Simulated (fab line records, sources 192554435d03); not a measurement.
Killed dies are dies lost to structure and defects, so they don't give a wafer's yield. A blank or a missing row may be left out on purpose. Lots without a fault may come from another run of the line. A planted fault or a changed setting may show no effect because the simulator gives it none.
Which tool did it? | flow n5_finfet | 10 lots, 28 wafers sampled, at 2 steps of a route of 1938

WHAT THE GAUGES READ, wafer by wafer
N5_HKMG_FIN_INSPECT_14: inspects for defects (macro).
lot  | measured     | on                | raw_defect_count
L398 | day 4 11:22  | defect_inspect-02 | 3 2 1
L399 | day 4 17:44  | defect_inspect-02 | 4 4 0
L401 | day 5 02:04  | defect_inspect-02 | 4 2 2
L405 | day 6 01:44  | defect_inspect-02 | 1 0
L406 | day 6 09:59  | defect_inspect-02 | 2 1
L412 | day 7 18:13  | defect_inspect-01 | 1 1 4
L415 | day 8 17:48  | defect_inspect-02 | 2 2 3
L416 | day 8 22:56  | defect_inspect-01 | 3 2 2
L419 | day 9 17:28  | defect_inspect-02 | 0 2 1
L420 | day 10 01:50 | defect_inspect-01 | 2 1 1

WHICH TOOL RAN EACH LOT (tool, then ch and the chambers of the sampled wafers, then the start)
lot  | N5_HKMG_FIN_STRIP_93
L398 | rie_diel-05 ch 0,1,2, day 4 08:45
L399 | rie_diel-02 ch 2,3, day 4 15:08
L401 | rie_diel-01 ch 0,1,2, day 4 23:20
L405 | rie_diel-05 ch 0,3, day 5 23:07
L406 | rie_diel-01 ch 0,3, day 6 07:16
L412 | rie_diel-02 ch 0,1,3, day 7 15:44
L415 | rie_diel-01 ch 2,3, day 8 15:19
L416 | rie_diel-02 ch 1,2,3, day 8 20:19
L419 | rie_diel-02 ch 1,2,3, day 9 14:59
L420 | rie_diel-05 ch 2,3, day 9 23:05
- N5_HKMG_FIN_STRIP_93: strips SOC in N2/H2, time 20 s.

THE ANSWER, worked out from the rows above alone
Rule: what is usual is taken from the lots themselves. Put in order of their means at a reading, lots are off if they are a third of the lots or fewer, leave a main group of 4 or more, and stand apart from it by a gap of 3 or more times the standard deviation of the main group's means; of several such gaps the widest counts. A main group whose means are all the same, to the digits that the tables above print for the reading, isn't used. A lot without any number at a reading at which 4 lots or more have one is off too. The other lots that the step has rows for count as sound.
No lot is off at any reading shown: from this, nothing can be told.

WHAT THE SIMULATOR HAD PUT IN
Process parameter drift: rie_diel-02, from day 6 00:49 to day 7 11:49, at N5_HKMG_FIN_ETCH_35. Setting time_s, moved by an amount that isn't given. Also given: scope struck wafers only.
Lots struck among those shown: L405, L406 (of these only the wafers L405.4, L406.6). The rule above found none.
